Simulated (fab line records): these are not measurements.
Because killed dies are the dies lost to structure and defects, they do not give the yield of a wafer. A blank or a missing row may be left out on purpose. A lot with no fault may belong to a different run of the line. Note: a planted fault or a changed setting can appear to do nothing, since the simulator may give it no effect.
Chamber matching :: flow nandHarc :: rieDiel-12 running NHARC_THIN_TSV_ETCHBACK_48: 4 sister chambers
The step etches the open film in C4F8/Ar, target depth 1028.5 nm, time 405.17 s. 4 wafers are shown with their chamber, then 7 later ones without.

## WAFERS WITH THEIR CHAMBER
wafer: L323.1
chamber: 3
rfVppV (V): 548

wafer: L323.6
chamber: 1
rfVppV (V): 544

wafer: L328.2
chamber: 0
rfVppV (V): 543

wafer: L328.3
chamber: 2
rfVppV (V): 550

## WAFERS WITH NO CHAMBER GIVEN
wafer: L328.6
rfVppV (V): 544

wafer: L330.1
rfVppV (V): 542

wafer: L330.2
rfVppV (V): 549

wafer: L330.3
rfVppV (V): 549

wafer: L331.1
rfVppV (V): 543

wafer: L331.5
rfVppV (V): 549

wafer: L331.6
rfVppV (V): 551

## EACH ONE'S CHAMBER
wafer: L328.6
from the rows above: can't be placed: 1 or 0
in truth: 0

wafer: L330.1
from the rows above: can't be placed: 0 or 1
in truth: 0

wafer: L330.2
from the rows above: can't be placed: 2 or 3
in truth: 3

wafer: L330.3
from the rows above: can't be placed: 2 or 3
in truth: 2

wafer: L331.1
from the rows above: can't be placed: 0 or 1
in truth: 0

wafer: L331.5
from the rows above: can't be placed: 2 or 3
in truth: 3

wafer: L331.6
from the rows above: 2
in truth: 2
Placed correctly: 1 of 7. From these rows, 6 cannot be placed; in 6 the true chamber is one of the candidates. Wrongly placed: 0.
How it was worked out, from the rows above alone: a wafer's distance from a chamber is the root of the sum, over the readings, of the square of ((its reading less the chamber's mean) divided by the reading's scatter). The wafer belongs to the nearest chamber; if the next one is less than 2 further off, it can't be placed. For every chamber, the mean is computed from those of its wafers that are shown. The scatter: with one shown wafer a chamber, the root of the mean of the squares of how far each hidden wafer lies from its nearest shown one.
